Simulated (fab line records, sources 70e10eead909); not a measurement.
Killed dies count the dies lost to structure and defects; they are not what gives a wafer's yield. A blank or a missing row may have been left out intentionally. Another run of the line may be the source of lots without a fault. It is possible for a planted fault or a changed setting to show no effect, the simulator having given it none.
fab line records	flow nand-harc	part 1 of 2: steps 1 to 4 of 6
[record] lots = 24	wafers = 72	last-day = 33
route steps=1302 shown A_CONTACT@1019
lots that met no fault: taken from a fault-free run of the same line
start-h: hours from the record's first day to the start of the lot's first wafer shown	wait-h: how many hours have passed since the lot's step before this one	" identical to the entry in the row above	L1.1+2: several wafers, shown together as one row	- no value present, or no start provided	* or withheld: withheld	< > ~ a bound
route shown NAME@n: a module of which the file shows steps, and the number in the route of the first	usual: average and standard deviation across the fault-free wafers	same: alike in all rows	chamber/n: place in a boat	sites: each site's reading	_std_site: their standard deviation	_edge_site: the outer-site mean with the inner-site mean subtracted	radius-mm: how far each site lies from the wafer's centre	mask NAME#n: copy n	behind: the tool/chamber that last shaped the wafer	hold: what put the lot on hold/how long, in hours/how the hold closed	device: the n, p or np transistor that did not switch	end of line: tests of these same wafers at the route's end	a step without rows: its recipe alone	killed: count of dies lost to structure and defects at first sort (not the wafer's yield)	map: a wafer's dies, marking killed ones x, the rest . and places with no die _
set.NAME: the setting as run; set.NAME@STEP: as run at that earlier step	model.NAME: the simulator's own value behind a step, which no gauge read
steps of the route over a sample of lots; a table a step, a row a wafer
services: from which hour (start-h, from the record's first day; less than 0 if before it) a tool's chamber was out of use, for how many hours, and why
[[steps]]
[step NHARC_A_CONTACT_ETCH_96]
[recipe] target-depth-a = 200	over-etch-frac = 0.5	time-s = 10	ion-energy-ev = 250	c4f6-flow-sccm = 25	o2-flow-sccm = 20	ar-flow-sccm = 500	rf-w = 600	bias-w = 500	chemistry = C4F6/O2
[usual] drypump-motor-current-A = 6.0/0.63	oes-product-au = 0.968/0.025	rf-vpp-V = 547/3.3	showerhead-plenum-p-Torr = 3.94/0.15	throttle-valve-pct = 26.904/0.0092
lot.wafer	tool	chamber	start-h	wait-h	drypump-motor-current-A	oes-product-au	rf-hours-counter-h	rf-vpp-V	showerhead-plenum-p-Torr	throttle-valve-pct
L074.3	rie-diel-04	1	-	-	6.4	0.970	19	554	4.22	26.901
L074.2	"	2	"	"	6.4	0.976	19	545	3.89	26.899
L074.6	"	2	"	"	6.4	0.976	-	546	3.89	26.909
L075.1	rie-diel-04	2	504.55	0.1	6.4	1.002	20	548	3.89	26.919
L075.3	"	3	"	"	6.5	0.991	22	545	3.85	26.891
L075.6	"	2	"	"	6.4	0.996	-	547	3.89	26.911
L077.1	rie-diel-04	0	-	-	4.8	0.947	27	544	3.78	26.893
L077.3	"	1	"	"	6.5	0.953	22	553	4.21	26.908
L077.5	"	3	"	"	6.5	0.960	-	545	3.84	26.908
L076.3	rie-diel-03	3	-	-	5.9	1.008	18	553	4.22	26.890
L076.6	"	1	"	"	5.7	0.966	-	546	3.96	26.910
L076.5	"	2	"	"	5.0	1.010	-	548	3.91	26.913
L078.2	rie-diel-05	0	-	-	5.7	0.944	37	545	3.86	26.911
L078.1	"	2	"	"	5.4	0.936	32	548	3.89	26.914
L078.5	"	3	"	"	5.8	0.929	-	550	4.01	26.900
L080.3	rie-diel-04	1	555.18	0.1	6.5	0.940	3	552	4.21	26.910
L080.1	"	0	"	"	4.8	0.945	3	542	3.78	26.897
L080.5	"	2	"	"	6.4	0.952	-	545	3.89	26.876
L081.1	rie-diel-04	1	556.03	0.1	6.5	0.947	4	553	4.21	26.904
L081.2	"	2	"	"	6.4	0.966	3	547	3.89	26.915
L081.6	"	1	"	"	6.5	0.943	-	552	4.21	26.904
L079.1	rie-diel-04	1	-	-	6.5	0.953	5	551	4.21	26.917
L079.3	"	2	"	"	6.4	0.963	4	545	3.89	26.914
L079.4	"	0	"	"	4.8	0.972	5	543	3.77	26.897
L082.1	rie-diel-05	0	-	-	5.7	0.984	46	546	3.86	26.905
L082.4	"	1	"	"	6.1	0.962	53	541	3.67	26.918
L082.5	"	0	"	"	5.7	0.974	-	547	3.86	26.909
L083.4	rie-diel-03	0	-	-	6.5	0.949	42	548	4.01	26.896
L083.5	"	2	"	"	5.0	0.966	-	546	3.89	26.904
L083.6	"	3	"	"	5.9	0.952	-	553	4.20	26.904
L084.2	rie-diel-04	0	-	-	4.8	0.997	11	544	3.77	26.907
L084.4	"	1	"	"	6.5	0.986	12	553	4.20	26.921
L084.5	"	3	"	"	6.4	1.010	-	545	3.84	26.902
L086.3	rie-diel-04	2	-	-	6.5	1.000	11	547	3.88	26.899
L086.4	"	3	"	"	6.5	1.006	9	545	3.84	26.907
L086.2	"	1	"	"	6.5	0.975	12	552	4.20	26.893
L085.2	rie-diel-04	2	-	-	6.4	1.007	11	548	3.88	26.918
L085.1	"	0	"	"	4.8	0.990	11	544	3.77	26.910
L085.6	"	2	"	"	6.4	0.996	-	547	3.88	26.903
L088.3	rie-diel-04	2	-	-	6.4	0.965	17	545	3.88	26.924
L088.1	"	3	"	"	6.5	0.981	14	546	3.83	26.929
L088.5	"	1	"	"	6.4	0.940	-	552	4.20	26.895
L087.1	rie-diel-05	2	-	-	5.4	0.957	18	546	3.87	26.915
L087.5	"	1	"	"	6.1	0.938	-	540	3.65	26.914
L087.6	"	2	"	"	5.4	0.946	-	546	3.87	26.918
L089.3	rie-diel-04	0	-	-	4.8	0.997	19	545	3.77	26.891
L089.5	"	1	"	"	6.5	0.991	-	553	4.20	26.904
L089.6	"	2	"	"	6.4	1.003	-	546	3.88	26.898
L090.1	rie-diel-03	2	-	-	5.0	0.996	1	547	3.89	26.896
L090.2	"	0	"	"	6.5	0.987	1	548	4.00	26.899
L090.6	"	2	"	"	5.0	0.994	-	544	3.88	26.904
L091.2	rie-diel-04	0	-	-	4.8	0.943	21	543	3.77	26.916
L091.4	"	1	"	"	6.4	0.924	21	554	4.20	26.908
L091.5	"	1	"	"	6.5	0.936	-	555	4.20	26.900
L092.2	rie-diel-04	1	-	-	6.5	0.981	26	552	4.20	26.903
L092.5	"	1	"	"	6.5	0.985	-	554	4.20	26.911
L092.6	"	2	"	"	6.4	0.991	-	546	3.87	26.894
L093.1	rie-diel-04	1	-	-	6.5	0.923	26	552	4.20	26.894
L093.6	"	1	"	"	6.4	0.919	-	552	4.20	26.899
L093.5	"	2	"	"	6.4	0.939	-	547	3.87	26.902
L095.1	rie-diel-03	0	-	-	6.5	0.987	21	548	3.99	26.919
L095.3	"	1	"	"	5.7	1.009	24	548	3.92	26.906
L095.2	"	3	"	"	5.9	0.989	19	552	4.18	26.904
L094.3	rie-diel-03	3	-	-	5.9	0.937	19	552	4.18	26.921
L094.1	"	0	"	"	6.5	0.932	21	550	3.99	26.908
L094.6	"	2	"	"	5.0	0.944	-	545	3.87	26.885
L096.2	rie-diel-04	3	-	-	6.5	0.945	2	544	3.82	26.893
L096.1	"	0	"	"	4.8	0.940	2	545	3.76	26.914
L096.6	"	2	"	"	6.4	0.949	-	546	3.87	26.897
L097.3	rie-diel-03	3	725.93	0.1	5.9	0.953	27	551	4.17	26.912
L097.2	"	0	"	"	6.5	0.947	30	548	3.99	26.900
L097.1	"	1	"	"	5.7	0.961	32	547	3.92	26.921
[step NHARC_A_CONTACT_ETCH_75]
[recipe] target-depth-a = 390	over-etch-frac = 0.3	time-s = 65	ion-energy-ev = 80	cf4-flow-sccm = 150	ar-flow-sccm = 0	rf-w = 300	bias-w = 100	chemistry = CF4
[usual] drypump-motor-current-A = 5.9/0.63	oes-product-au = 0.998/0.0082	rf-vpp-V = 151.2/1.1	showerhead-plenum-p-Torr = 1.77/0.069	throttle-valve-pct = 13.283/0.01
lot.wafer	tool	chamber	start-h	wait-h	drypump-motor-current-A	oes-product-au	rf-hours-counter-h	rf-vpp-V	showerhead-plenum-p-Torr	throttle-valve-pct
L074.3	rie-diel-04	3	508.64	0.1	6.5	0.991	23	151.1	1.73	13.259
L074.2	"	0	"	"	4.8	0.983	22	150.3	1.70	13.274
L074.6	"	2	"	"	6.4	0.998	-	150.5	1.75	13.282
L075.3	rie-diel-04	0	513.61	0.1	4.8	0.981	24	150.2	1.70	13.266
L075.1	"	1	"	"	6.4	1.000	20	151.7	1.90	13.284
L075.6	"	3	"	"	6.5	1.005	-	151.7	1.73	13.279
L077.1	rie-diel-04	3	529.49	0.1	6.5	0.997	28	150.3	1.73	13.281
L077.3	"	0	"	"	4.8	0.990	27	150.7	1.70	13.301
L077.5	"	2	"	"	6.4	0.995	-	151.5	1.75	13.287
L076.3	rie-diel-05	3	529.76	0.1	5.7	0.996	31	151.5	1.81	13.278
L076.5	"	1	"	"	6.1	0.991	-	149.7	1.65	13.284
L076.6	"	2	"	"	5.4	1.004	-	151.3	1.76	13.261
L078.1	rie-diel-04	3	544.69	0.1	6.5	1.006	0	150.2	1.73	13.291
L078.2	"	0	"	"	4.8	1.004	0	150.7	1.70	13.290
L078.5	"	3	"	"	6.5	1.007	-	150.6	1.73	13.262
L080.1	rie-diel-03	3	561.60	0.1	5.9	1.008	29	152.3	1.90	13.284
L080.3	"	0	"	"	6.5	1.011	29	150.9	1.81	13.292
L080.5	"	2	"	"	5.0	1.011	-	151.1	1.76	13.282
L081.1	rie-diel-05	3	567.97	0.1	5.8	0.988	46	151.8	1.81	13.293
L081.2	"	1	"	"	6.2	0.985	50	150.1	1.65	13.276
L081.6	"	2	"	"	5.4	0.993	-	151.5	1.75	13.275
L079.1	rie-diel-05	0	570.31	0.1	5.7	1.014	44	151.6	1.74	13.284
L079.4	"	1	"	"	6.1	0.994	51	150.3	1.65	13.289
L079.3	"	2	"	"	5.4	1.004	44	148.5	1.75	13.271
L082.4	rie-diel-03	0	581.62	0.1	6.5	1.005	38	152.6	1.81	13.293
L082.1	"	1	"	"	5.7	1.000	32	151.2	1.78	13.266
L082.5	"	3	"	"	5.9	1.004	-	153.2	1.90	13.276
L083.4	rie-diel-04	1	600.43	0.1	6.5	0.988	11	153.3	1.90	13.273
L083.6	"	3	"	"	6.4	1.014	-	150.3	1.73	13.299
L083.5	"	0	"	"	4.8	1.001	-	149.4	1.70	13.286
L084.4	rie-diel-04	2	612.87	0.1	6.4	0.997	11	149.6	1.75	13.301
L084.2	"	3	"	"	6.5	1.003	9	150.2	1.73	13.275
L084.5	"	2	"	"	6.4	1.002	-	150.7	1.75	13.300
L086.2	rie-diel-04	1	618.14	0.1	6.4	0.980	13	152.9	1.90	13.290
L086.4	"	2	"	"	6.4	1.014	12	150.5	1.75	13.284
L086.3	"	3	"	"	6.5	1.013	10	151.1	1.73	13.287
L085.1	rie-diel-04	3	621.25	0.1	6.5	1.001	11	150.5	1.73	13.278
L085.2	"	0	"	"	4.8	0.997	13	149.8	1.70	13.275
L085.6	"	3	"	"	6.5	1.010	-	150.1	1.73	13.291
L088.3	rie-diel-04	0	642.82	0.1	4.8	0.992	16	149.7	1.70	13.297
L088.1	"	3	"	"	6.4	0.994	14	151.4	1.73	13.272
L088.5	"	0	"	"	4.8	0.999	-	150.5	1.70	13.271
L087.1	rie-diel-03	3	647.30	0.1	5.9	0.992	0	151.8	1.89	13.301
L087.5	"	0	"	"	6.5	1.000	-	151.2	1.81	13.277
L087.6	"	1	"	"	5.7	1.009	-	150.8	1.77	13.300
L089.3	rie-diel-03	2	654.64	0.1	4.9	1.000	2	150.8	1.75	13.288
L089.6	"	2	"	"	5.0	0.999	-	150.6	1.75	13.297
L089.5	"	3	"	"	5.9	0.977	-	151.4	1.89	13.279
L090.1	rie-diel-04	3	658.00	0.1	6.5	1.006	18	149.5	1.73	13.274
L090.2	"	1	"	"	6.5	0.990	19	151.6	1.90	13.280
L090.6	"	3	"	"	6.4	0.999	-	151.8	1.73	13.307
L091.2	rie-diel-04	2	665.58	0.1	6.4	0.999	23	151.3	1.75	13.277
L091.4	"	3	"	"	6.4	0.992	-	150.9	1.73	13.277
L091.5	"	1	"	"	6.4	0.993	-	153.8	1.90	13.287
L092.2	rie-diel-04	3	698.31	0.1	6.5	0.995	24	149.8	1.72	13.305
L092.5	"	3	"	"	6.5	0.993	-	150.1	1.72	13.264
L092.6	"	0	"	"	4.8	0.997	-	151.7	1.70	13.288
L093.1	rie-diel-04	3	704.55	0.1	6.4	0.995	27	151.5	1.72	13.280
L093.5	"	3	"	"	6.4	0.995	-	150.0	1.72	13.286
L093.6	"	0	"	"	4.8	0.986	-	150.8	1.69	13.268
L095.3	rie-diel-03	2	711.54	0.1	4.9	1.003	25	151.4	1.74	13.283
L095.2	"	3	"	"	5.9	0.991	21	152.9	1.89	13.270
L095.1	"	0	"	"	6.5	0.996	24	151.5	1.80	13.280
L094.3	rie-diel-03	3	711.98	0.1	5.9	0.990	21	152.5	1.89	13.301
L094.1	"	0	"	"	6.5	0.992	24	151.6	1.80	13.287
L094.6	"	2	"	"	4.9	1.008	-	151.1	1.74	13.291
L096.1	rie-diel-04	0	731.21	0.1	4.8	0.998	2	150.7	1.69	13.270
L096.2	"	3	"	"	6.4	0.999	3	150.7	1.72	13.281
L096.6	"	0	"	"	4.8	0.998	-	150.7	1.69	13.265
L097.2	rie-diel-05	1	731.89	0.1	6.1	0.988	50	149.9	1.64	13.292
L097.1	"	3	"	"	5.8	0.985	43	151.2	1.79	13.277
L097.3	"	0	"	"	5.7	1.000	48	150.3	1.73	13.291
[step NHARC_A_CONTACT_ETCH_77]
[recipe] target-depth-a = 1089	time-s = 54.5	cf4-flow-sccm = 100	chf3-flow-sccm = 30	ar-flow-sccm = 0	rf-w = 500	bias-w = 200	chemistry = CF4/CHF3
[usual] drypump-motor-current-A = 5.9/0.64	oes-product-au = 0.938/0.023	rf-vpp-V = 370.6/2.2	showerhead-plenum-p-Torr = 1.57/0.062	throttle-valve-pct = 16.802/0.0091
lot.wafer	tool	chamber	start-h	wait-h	drypump-motor-current-A	oes-product-au	rf-hours-counter-h	rf-vpp-V	showerhead-plenum-p-Torr	throttle-valve-pct
L074.2	rie-diel-04	3	-	-	6.4	0.976	23	369.0	1.54	16.801
L074.3	"	0	"	"	4.8	0.950	23	369.4	1.51	16.793
L074.6	"	3	"	"	6.4	0.959	-	369.0	1.54	16.790
L075.1	rie-diel-04	3	-	-	6.5	0.932	25	368.2	1.54	16.805
L075.3	"	1	"	"	6.5	0.966	20	375.1	1.69	16.805
L075.6	"	3	"	"	6.5	0.922	-	370.2	1.54	16.804
L077.3	rie-diel-04	0	-	-	4.8	0.915	28	368.1	1.51	16.814
L077.1	"	1	"	"	6.5	0.925	23	374.6	1.69	16.798
L077.5	"	3	"	"	6.5	0.931	-	370.7	1.54	16.810
L076.3	rie-diel-05	3	-	-	5.8	0.927	32	371.3	1.61	16.800
L076.6	"	2	"	"	5.4	0.928	-	369.3	1.56	16.794
L076.5	"	3	"	"	5.8	0.925	-	372.3	1.61	16.796
L078.2	rie-diel-04	0	-	-	4.8	0.959	1	369.5	1.51	16.803
L078.1	"	2	"	"	6.4	0.989	0	370.7	1.56	16.802
L078.5	"	3	"	"	6.5	0.971	-	368.6	1.54	16.807
L080.3	rie-diel-03	1	-	-	5.7	0.920	25	371.1	1.59	16.799
L080.1	"	2	"	"	4.9	0.933	34	370.2	1.56	16.790
L080.5	"	3	"	"	5.9	0.924	-	373.8	1.69	16.820
L081.1	rie-diel-05	0	-	-	5.7	0.941	43	368.8	1.55	16.802
L081.2	"	1	"	"	6.1	0.919	50	367.1	1.47	16.807
L081.6	"	3	"	"	5.7	0.914	-	373.3	1.61	16.780
L079.3	rie-diel-05	1	-	-	6.1	0.920	51	366.9	1.47	16.783
L079.1	"	2	"	"	5.3	0.927	44	370.3	1.56	16.811
L079.4	"	3	"	"	5.8	0.917	48	371.4	1.61	16.800
L082.4	rie-diel-03	0	-	-	6.5	0.936	39	370.6	1.61	16.806
L082.1	"	2	"	"	4.9	0.932	42	369.0	1.56	16.814
L082.5	"	3	"	"	5.9	0.926	-	374.9	1.69	16.790
L083.4	rie-diel-04	2	-	-	6.4	0.922	10	371.3	1.56	16.798
L083.6	"	0	"	"	4.8	0.925	-	368.5	1.51	16.800
L083.5	"	1	"	"	6.5	0.913	-	374.1	1.69	16.806
L084.2	rie-diel-04	0	-	-	4.8	0.968	12	368.3	1.51	16.810
L084.4	"	2	"	"	6.4	0.967	11	369.6	1.56	16.790
L084.5	"	0	"	"	4.9	0.986	-	368.2	1.51	16.806
L086.4	rie-diel-04	3	-	-	6.5	0.936	10	369.3	1.54	16.798
L086.3	"	0	"	"	4.8	0.931	12	367.3	1.51	16.807
L086.2	"	1	"	"	6.5	0.908	13	373.5	1.69	16.810
L085.2	rie-diel-04	0	-	-	4.8	0.920	13	369.8	1.51	16.797
L085.1	"	1	"	"	6.5	0.912	14	374.6	1.69	16.794
L085.6	"	3	"	"	6.5	0.942	-	369.5	1.54	16.810
L088.3	rie-diel-04	2	-	-	6.4	0.922	17	370.0	1.56	16.809
L088.1	"	0	"	"	4.8	0.921	17	368.1	1.51	16.788
L088.5	"	3	"	"	6.5	0.926	-	369.4	1.54	16.814
L087.1	rie-diel-03	1	-	-	5.7	0.961	0	369.6	1.58	16.809
L087.5	"	2	"	"	4.9	0.983	-	370.1	1.56	16.789
L087.6	"	3	"	"	5.9	0.979	-	375.1	1.68	16.809
L089.3	rie-diel-03	3	-	-	5.9	0.963	3	374.7	1.68	16.803
L089.6	"	2	"	"	4.9	0.994	-	369.7	1.56	16.795
L089.5	"	3	"	"	5.9	0.971	-	371.7	1.68	16.798
L090.1	rie-diel-04	1	-	-	6.5	0.914	20	374.8	1.69	16.811
L090.2	"	0	"	"	4.8	0.919	20	368.0	1.51	16.795
L090.6	"	1	"	"	6.4	0.916	-	373.5	1.69	16.795
L091.2	rie-diel-04	2	-	-	6.4	0.929	23	371.0	1.55	16.801
L091.5	"	2	"	"	6.4	0.917	-	370.8	1.55	16.812
L091.4	"	3	"	"	6.5	0.926	-	370.4	1.54	16.794
L092.2	rie-diel-04	3	-	-	6.4	0.928	25	370.1	1.53	16.791
L092.5	"	2	"	"	6.4	0.924	-	369.5	1.55	16.788
L092.6	"	3	"	"	6.5	0.923	-	368.6	1.53	16.805
L093.1	rie-diel-04	1	-	-	6.5	0.942	27	373.9	1.69	16.773
L093.5	"	3	"	"	6.4	0.987	-	370.6	1.53	16.802
L093.6	"	0	"	"	4.8	0.967	-	367.8	1.51	16.806
L095.3	rie-diel-03	0	-	-	6.5	0.983	24	369.6	1.60	16.791
L095.2	"	1	"	"	5.7	0.980	28	371.3	1.57	16.808
L095.1	"	2	"	"	4.9	0.966	25	370.5	1.55	16.809
L094.1	rie-diel-03	0	-	-	6.5	0.924	25	371.0	1.60	16.809
L094.3	"	1	"	"	5.7	0.932	29	371.3	1.57	16.807
L094.6	"	0	"	"	6.5	0.912	-	371.0	1.60	16.807
L096.2	rie-diel-04	3	-	-	6.4	0.917	3	368.9	1.53	16.790
L096.1	"	0	"	"	4.9	0.937	3	368.5	1.51	16.794
L096.6	"	0	"	"	4.8	0.924	-	369.0	1.51	16.814
L097.2	rie-diel-05	2	-	-	5.4	0.917	49	368.9	1.54	16.810
L097.3	"	3	"	"	5.7	0.909	43	372.6	1.60	16.805
L097.1	"	0	"	"	5.7	0.928	48	370.2	1.53	16.800
[step NHARC_A_CONTACT_ETCH_132]
[recipe] source-w = withheld	pressure-mtorr = 20	bias-v = 3000	time-s = 197	target-depth-a = 19240	ar-flow-sccm = withheld	c4f8-flow-sccm = withheld	o2-flow-sccm = withheld	chemistry = C4F8/O2/Ar
lot.wafer	tool	chamber	start-h	wait-h	rf-hours-counter-h
L074.2	har-cap-etch-02	1	511.82	0.1	87
L074.3	"	0	"	"	-
L074.6	"	1	"	"	-
L075.1	har-cap-etch-01	0	516.51	0.1	1
L075.3	"	1	"	"	-
L075.6	"	1	"	"	-
L077.1	har-cap-etch-03	1	532.41	0.1	45
L077.3	"	1	"	"	-
L077.5	"	0	"	"	-
L076.3	har-cap-etch-01	0	532.73	0.1	-
L076.5	"	1	"	"	-
L076.6	"	0	"	"	-
L078.1	har-cap-etch-02	1	547.59	0.1	97
L078.2	"	0	"	"	97
L078.5	"	1	"	"	-
L080.1	har-cap-etch-01	0	564.51	0.1	11
L080.3	"	0	"	"	-
L080.5	"	1	"	"	-
L081.1	har-cap-etch-02	0	570.88	0.1	100
L081.2	"	1	"	"	100
L081.6	"	0	"	"	-
L079.1	har-cap-etch-01	0	573.22	0.1	13
L079.3	"	1	"	"	-
L079.4	"	0	"	"	-
L082.1	har-cap-etch-02	0	584.54	0.1	104
L082.4	"	0	"	"	-
L082.5	"	1	"	"	-
L083.4	har-cap-etch-02	0	603.40	0.1	-
L083.6	"	1	"	"	-
L083.5	"	0	"	"	-
L084.2	har-cap-etch-03	0	615.80	0.1	60
L084.4	"	0	"	"	-
L084.5	"	1	"	"	-
L086.2	har-cap-etch-02	1	621.03	0.1	110
L086.4	"	1	"	"	-
L086.3	"	0	"	"	-
L085.2	har-cap-etch-01	0	624.14	0.1	21
L085.1	"	1	"	"	21
L085.6	"	1	"	"	-
L088.1	har-cap-etch-01	1	646.03	0.1	24
L088.3	"	1	"	"	-
L088.5	"	0	"	"	-
L087.1	har-cap-etch-01	0	650.19	0.1	25
L087.6	"	0	"	"	-
L087.5	"	1	"	"	-
L089.3	har-cap-etch-01	1	657.59	0.1	-
L089.5	"	1	"	"	-
L089.6	"	0	"	"	-
L090.2	har-cap-etch-03	0	660.89	0.1	69
L090.1	"	1	"	"	69
L090.6	"	0	"	"	-
L091.2	har-cap-etch-03	1	668.73	0.1	71
L091.4	"	0	"	"	-
L091.5	"	1	"	"	-
L092.2	har-cap-etch-02	1	701.21	0.1	122
L092.5	"	1	"	"	-
L092.6	"	0	"	"	-
L093.1	har-cap-etch-02	1	707.60	0.1	124
L093.5	"	0	"	"	-
L093.6	"	1	"	"	-
L095.1	har-cap-etch-01	1	714.65	0.1	36
L095.2	"	0	"	"	36
L095.3	"	1	"	"	-
L094.1	har-cap-etch-02	1	715.35	0.1	126
L094.3	"	1	"	"	-
L094.6	"	0	"	"	-
L096.1	har-cap-etch-02	0	734.10	0.1	130
L096.2	"	1	"	"	130
L096.6	"	1	"	"	-
L097.1	har-cap-etch-01	0	734.84	0.1	42
L097.2	"	1	"	"	42
L097.3	"	0	"	"	-
